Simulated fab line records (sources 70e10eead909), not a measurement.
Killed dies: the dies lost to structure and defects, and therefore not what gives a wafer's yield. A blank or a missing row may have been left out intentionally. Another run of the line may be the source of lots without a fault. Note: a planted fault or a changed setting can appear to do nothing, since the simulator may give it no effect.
Which of the tools did it? ; flow nandHarc ; Sampling: 12 lots, 35 wafers, 7 of 1159 route steps

## WHAT THE GAUGES READ, wafer by wafer
NHARC_A_BLC_CD_MEAS_10 targets a cd of 100 nm.
lot;measured;on;cdNm (nm)
L136;day 18 04:03;cdSem-01;99.8 99.3 99.3
L138;day 18 05:55;cdSem-02;100.6 100.7 100.3
L140;day 18 22:13;cdSem-02;99.7 99.6 99.4
L141;day 18 23:35;cdSem-02;100.4 100.7 100.0
L148;day 20 14:20;cdSem-02;104.5 99.5
L150;day 20 19:46;cdSem-03;105.2 104.9 100.5
L149;day 20 20:22;cdSem-01;104.6 103.9 99.5
L151;day 21 23:35;cdSem-03;99.6 100.0 99.9
L152;day 22 00:34;cdSem-02;100.0 99.6 100.5
L154;day 22 07:36;cdSem-03;99.7 100.4 100.1
L156;day 22 11:58;cdSem-01;100.1 100.2 99.8
L155;day 22 17:20;cdSem-02;100.3 100.4 99.7

NHARC_A_BLC_CD_MEAS_19.
lot;measured;on;cdNm (nm)
L136;day 18 05:23;cdSem-01;100.2 98.2 98.6
L138;day 18 07:04;cdSem-01;100.3 96.8 100.8
L140;day 18 23:26;cdSem-03;99.4 99.6 100.1
L141;day 19 00:48;cdSem-03;99.8 98.2 97.8
L148;day 20 15:29;cdSem-02;102.7 101.8
L150;day 20 20:55;cdSem-01;106.1 107.6 101.0
L149;day 20 21:31;cdSem-01;106.4 105.5 99.8
L151;day 22 00:44;cdSem-01;101.5 100.9 101.5
L152;day 22 01:46;cdSem-01;101.4 98.5 98.7
L154;day 22 08:46;cdSem-01;100.5 102.0 101.6
L156;day 22 13:41;cdSem-03;100.8 102.0 101.4
L155;day 22 18:54;cdSem-03;103.4 102.5 100.3

NHARC_END_SORT_01.
lot;measured;on;killedAtArray;killedAtOther;killedAtPeriphery;killedDies;killedOpen;killedShort
L136;day 20 07:22;prober-02;24 25 20;1 0 1;0 5 3;25 30 24;3 3 3;1 3 1
L138;day 20 14:44;prober-01;24 15 18;1 0 2;5 3 6;30 18 26;3 3 3;2 1 3
L140;day 20 23:54;prober-02;21 24 16;0 1 0;3 3 3;24 28 19;4 3 4;3 4 1
L141;day 20 21:41;prober-01;16 17 14;4 9 7;2 1 3;22 27 24;5 0 2;1 1 1
L148;day 22 11:56;prober-01;32 44;0 0;2 2;34 46;2 4;0 4
L150;day 23 10:21;prober-01;11 9 19;0 0 0;4 6 8;15 15 27;3 1 5;1 1 1
L149;day 23 10:17;prober-02;38 34 32;2 1 4;3 3 6;43 38 42;3 2 4;2 4 0
L151;day 23 19:26;prober-01;14 15 19;1 1 0;3 3 1;18 19 20;4 2 3;2 1 1
L152;day 23 19:26;prober-02;19 31 36;0 1 0;5 8 7;24 40 43;1 7 1;2 4 3
L154;day 24 08:11;prober-01;39 40 42;0 1 0;3 3 3;42 44 45;1 2 3;1 3 0
L156;day 24 16:50;prober-01;48 45 55;0 0 1;4 4 5;52 49 61;4 7 4;3 2 7
L155;day 24 15:59;prober-02;32 25 38;0 1 1;4 4 2;36 30 41;5 2 5;2 3 1

## TOOL THAT RAN EACH LOT (tool first, then ch and the chambers of the sampled wafers, then the start)
lot;NHARC_A_CONTACT_ETCH_139;NHARC_A_CONTACT_CVD_19;NHARC_A_BLC_PEB_08;NHARC_A_BLC_STRIP_29
L136;harCapEtch-02 ch 0,1, day 17 21:49;cvdW-02 ch 0,1, day 18 03:58 or earlier;lithoTrack-06 ch 0, day 18 03:58;rieDiel-06 ch 2,3, day 18 05:28
L138;harCapEtch-02 ch 0,1, day 18 02:25;cvdW-02 ch 0,1, day 18 05:49 or earlier;lithoTrack-04 ch 0, day 18 05:49;rieDiel-07 ch 0,1,3, day 18 07:08
L140;harCapEtch-01 ch 0,1, day 18 17:40;cvdW-02 ch 0,1, day 18 22:08 or earlier;lithoTrack-01 ch 0, day 18 22:08;rieDiel-07 ch 1,3, day 18 23:30
L141;harCapEtch-01 ch 0,1, day 18 20:10;cvdW-02 ch 0,1, day 18 23:30 or earlier;lithoTrack-01 ch 0, day 18 23:30;rieDiel-06 ch 1,2, day 19 00:53
L148;harCapEtch-03 ch 0,1, day 20 09:56;cvdW-02 ch 0, day 20 14:15 or earlier;lithoTrack-01 ch 0, day 20 14:15;rieDiel-11 ch 0,1, day 20 15:35
L150;harCapEtch-01 ch 0,1, day 20 14:33;cvdW-02 ch 0,1, day 20 19:41 or earlier;lithoTrack-01 ch 0, day 20 19:41;rieDiel-06 ch 2,3, day 20 20:59
L149;harCapEtch-02 ch 0,1, day 20 15:26;cvdW-01 ch 0,1, day 20 20:17 or earlier;lithoTrack-01 ch 0, day 20 20:17;rieDiel-07 ch 1,2,3, day 20 21:36
L151;harCapEtch-01 ch 0,1, day 21 19:54;cvdW-01 ch 0,1, day 21 21:47;lithoTrack-04 ch 0, day 21 23:30;rieDiel-07 ch 1,2, day 22 00:49
L152;harCapEtch-01 ch 1, day 21 20:49;cvdW-01 ch 0,1, day 22 00:29 or earlier;lithoTrack-06 ch 0, day 22 00:29;rieDiel-06 ch 1,3, day 22 01:50
L154;harCapEtch-01 ch 0,1, day 22 01:38;cvdW-01 ch 0,1, day 22 07:31 or earlier;lithoTrack-04 ch 0, day 22 07:31;rieDiel-11 ch 0,1,2, day 22 08:52
L156;harCapEtch-02 ch 0,1, day 22 05:02;cvdW-02 ch 0,1, day 22 11:53 or earlier;lithoTrack-06 ch 0, day 22 11:53;rieDiel-07 ch 1,2, day 22 13:45
L155;harCapEtch-01 ch 0,1, day 22 10:23;cvdW-02 ch 0,1, day 22 17:14 or earlier;lithoTrack-04 ch 0, day 22 17:14;rieDiel-11 ch 1,2,3, day 22 18:59
- NHARC_A_CONTACT_ETCH_139: etches the open film in C4F8/O2/Ar, time 137 s, target depth 590 nm.
- NHARC_A_CONTACT_CVD_19: deposits W, target thk 300 nm, time 802 s.
- NHARC_A_BLC_PEB_08: peb time 65 s.
- NHARC_A_BLC_STRIP_29: strips in CF4.

## WHAT THE TOOLS THEMSELVES READ (means of the sampled wafers that have a number; where no wafer has one, the mark that the record gives instead)
NHARC_A_CONTACT_CVD_19.
lot;tool;heaterPowerW (W);throttleValvePct (%)
L136;cvdW-02;495;7.95
L138;cvdW-02;496;7.83
L140;cvdW-02;499;8.01
L141;cvdW-02;487;8.07
L148;cvdW-02;502;8.12
L150;cvdW-02;485;8.10
L149;cvdW-01;436;7.89
L151;cvdW-01;429;7.75
L152;cvdW-01;418;7.73
L154;cvdW-01;418;7.83
L156;cvdW-02;492;8.13
L155;cvdW-02;499;8.11

NHARC_A_BLC_STRIP_29.
lot;tool;drypumpMotorCurrentA (A);oesProductAu (a.u.);rfVppV (V);showerheadPlenumPTorr (Torr);throttleValvePct (%)
L136;rieDiel-06;5.7;0.998;60.1;1.85;13.273
L138;rieDiel-07;5.5;0.999;59.7;1.72;13.290
L140;rieDiel-07;5.3;0.994;59.8;1.72;13.289
L141;rieDiel-06;6.2;0.993;60.8;1.89;13.286
L148;rieDiel-11;5.6;0.998;58.8;1.88;13.282
L150;rieDiel-06;5.6;0.994;59.2;1.86;13.274
L149;rieDiel-07;5.4;1.002;58.8;1.76;13.283
L151;rieDiel-07;5.4;0.994;59.2;1.78;13.292
L152;rieDiel-06;6.1;0.996;59.6;1.89;13.279
L154;rieDiel-11;5.3;1.001;59.9;1.87;13.278
L156;rieDiel-07;5.4;0.999;59.8;1.78;13.283
L155;rieDiel-11;5.3;0.998;60.6;1.88;13.288

## THE ANSWER, worked out from the rows above alone
Rule: the lots themselves supply what counts as usual. Put in order of their means at a reading, lots are off if they are a third of the lots or fewer, leave a main group of 4 or more, and stand apart from it by a gap of 3 or more times the standard deviation of the main group's means; of several such gaps the widest counts. The tables above print the reading to a certain number of digits; a main group whose means all agree to those digits is not used. Also off: a lot with no number at a reading for which 4 or more lots have one. All remaining lots with rows at the step are treated as sound. After the gauges, taken in route order, come the tools' own readings; for these a lot's mean is taken, as printed above. At the first step where some lot is off, the reading lying furthest off is the one used; lots without a number count as furthest.
Off, at NHARC_A_BLC_CD_MEAS_10 on cdNm: L148, L150, L149. Mean 100.0 nm and standard deviation 0.32 in the main group.
A tool fits if, at a process step before that reading, it ran every lot that is off, and no sound lot after the first of them. Gauges at NHARC_A_BLC_CD_MEAS_10: tried the same way as those tools. NHARC_A_CONTACT_CVD_19 gives no start for some lots, so the hours and the order of its lots are those of NHARC_A_BLC_PEB_08. One fits: lithoTrack-01 at NHARC_A_BLC_PEB_08. A fault onset in the window from L141 (day 18 23:30, its last sound lot) to L148 (day 20 14:15, its first lot off) fits.

## WHAT WAS PUT IN BY THE SIMULATOR
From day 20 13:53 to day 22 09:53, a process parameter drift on lithoTrack-01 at NHARC_A_BLC_PEB_08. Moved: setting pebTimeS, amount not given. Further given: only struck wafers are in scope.
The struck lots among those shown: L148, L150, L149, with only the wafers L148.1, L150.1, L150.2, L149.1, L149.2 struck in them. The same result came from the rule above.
